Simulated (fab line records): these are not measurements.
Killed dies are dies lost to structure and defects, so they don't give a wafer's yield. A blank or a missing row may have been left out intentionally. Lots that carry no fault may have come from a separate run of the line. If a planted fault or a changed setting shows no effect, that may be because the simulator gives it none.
Lot-split experiment | flow n5-finfet | route with 1938 steps; 7 lots, 21 wafers read

THE SPLIT ITSELF
At N5_BEOL_M11_COAT_22 (resist thk 90 nm), the setting spin-rpm was moved away from the recipe's 1500 rpm on 6 of the 21 wafers read, by -8.2% to +4.5%. This setting was run at the recipe's value on the other wafers.

FROM THE SPLIT TO THE READING: what the file shows between them, 5 steps
- N5_BEOL_M11_EBR_24
- N5_BEOL_M11_SOFTBAKE_23: time 60 s
- N5_BEOL_M11_EXPOSE_25: exposes mask V10
- N5_BEOL_M11_PEB_26: peb time 60 s
- N5_BEOL_M11_DEVELOP_27: develop time 30 s

THE READING
CAR-ArF_of_BEOL_M11_COAT_22.thk-nm (the simulator's own value, which no gauge read), in nm, at N5_BEOL_M11_DESCUM_33 (chemistry O2, time 7.9 s). The file gives no usual value for it. Average 83.6 nm, standard deviation 0.22 nm, over the 15 wafers here run with the recipe.

wafer  | tool, chamber at the split | spin-rpm as run, rpm | against the recipe | CAR-ArF_of_BEOL_M11_COAT_22.thk-nm, nm | against lot-mates on the recipe
L075.1 | litho-track-02, 0          | 1500                 | recipe             | 83.4                                   | -
L075.3 | litho-track-02, 0          | 1500                 | recipe             | 83.4                                   | -
L075.4 | litho-track-02, 0          | 1500                 | recipe             | 83.4                                   | -
L078.2 | litho-track-01, 0          | 1451                 | -3.3%              | 85                                     | +1.3
L078.4 | litho-track-01, 0          | 1500                 | recipe             | 83.8                                   | -
L078.5 | litho-track-01, 0          | 1500                 | recipe             | 83.6                                   | -
L077.2 | litho-track-04, 0          | 1500                 | recipe             | 83.8                                   | -
L077.3 | litho-track-04, 0          | 1500                 | recipe             | 83.2                                   | -
L077.4 | litho-track-04, 0          | 1500                 | recipe             | 83.4                                   | -
L081.3 | litho-track-01, 0          | 1500                 | recipe             | 83.8                                   | -
L081.4 | litho-track-01, 0          | 1500                 | recipe             | 83.6                                   | -
L081.6 | litho-track-01, 0          | 1568                 | +4.5%              | 81.8                                   | -1.9
L079.3 | litho-track-01, 0          | 1500                 | recipe             | 83.8                                   | -
L079.4 | litho-track-01, 0          | 1543                 | +2.9%              | 82.6                                   | -1.2
L079.6 | litho-track-01, 0          | 1543                 | +2.9%              | 82.8                                   | -1.0
L082.2 | litho-track-01, 0          | 1500                 | recipe             | 83.8                                   | -
L082.4 | litho-track-01, 0          | 1377                 | -8.2%              | 87.8                                   | +4.1
L082.5 | litho-track-01, 0          | 1500                 | recipe             | 83.6                                   | -
L088.3 | litho-track-02, 0          | 1548                 | +3.2%              | 82.4                                   | -1.5
L088.5 | litho-track-02, 0          | 1500                 | recipe             | 83.8                                   | -
L088.6 | litho-track-02, 0          | 1500                 | recipe             | 84                                     | -

THE FIT
A straight line over all 21 wafers: CAR-ArF_of_BEOL_M11_COAT_22.thk-nm changes by -0.45 nm for each +1% of spin-rpm; r = -0.98; the points scatter about the line by 0.25 nm.
The same after taking each lot's own level away (the mean of its wafers on the recipe; 21 wafers): -0.461 nm for each +1%; r = -0.99; scatter 0.17 nm.
On that fit, the largest move of spin-rpm shifts the reading by 3.8 nm.
The lots' own levels span 83.40 to 83.90 nm, that is 2.3 times the standard deviation above.
Hence the lot-to-lot level has little effect on the slope; both slopes agree.
Check: with one of the wafers moved furthest among these (-8.2%) left out of the fit, the line predicts +3.38 nm for it against its lot-mates. It came out at +4.1 nm against them.

THE WHOLE CHAIN: every reading that the file lists as answering this split, in the file's order
step                   | what it does             | reading                                                                             | change (the file's fit)               | r (the file's)
N5_BEOL_M11_COAT_22    | resist thk 90 nm         | CAR-ArF_of_BEOL_M11_COAT_22.thk-nm (the simulator's own value, which no gauge read) | -0.478 nm for each +1% of the setting | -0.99
N5_BEOL_M11_DEVELOP_27 | develop time 30 s        | CAR-ArF_of_BEOL_M11_COAT_22.thk-nm (the simulator's own value, which no gauge read) | -0.498 nm for each +1% of the setting | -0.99
N5_BEOL_M11_DESCUM_33  | chemistry O2, time 7.9 s | CAR-ArF_of_BEOL_M11_COAT_22.thk-nm (the simulator's own value, which no gauge read) | -0.466 nm for each +1% of the setting | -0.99

FILE'S OWN FIT
CAR-ArF_of_BEOL_M11_COAT_22.thk-nm changes by -0.466 nm for each +1% of spin-rpm, r = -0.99.
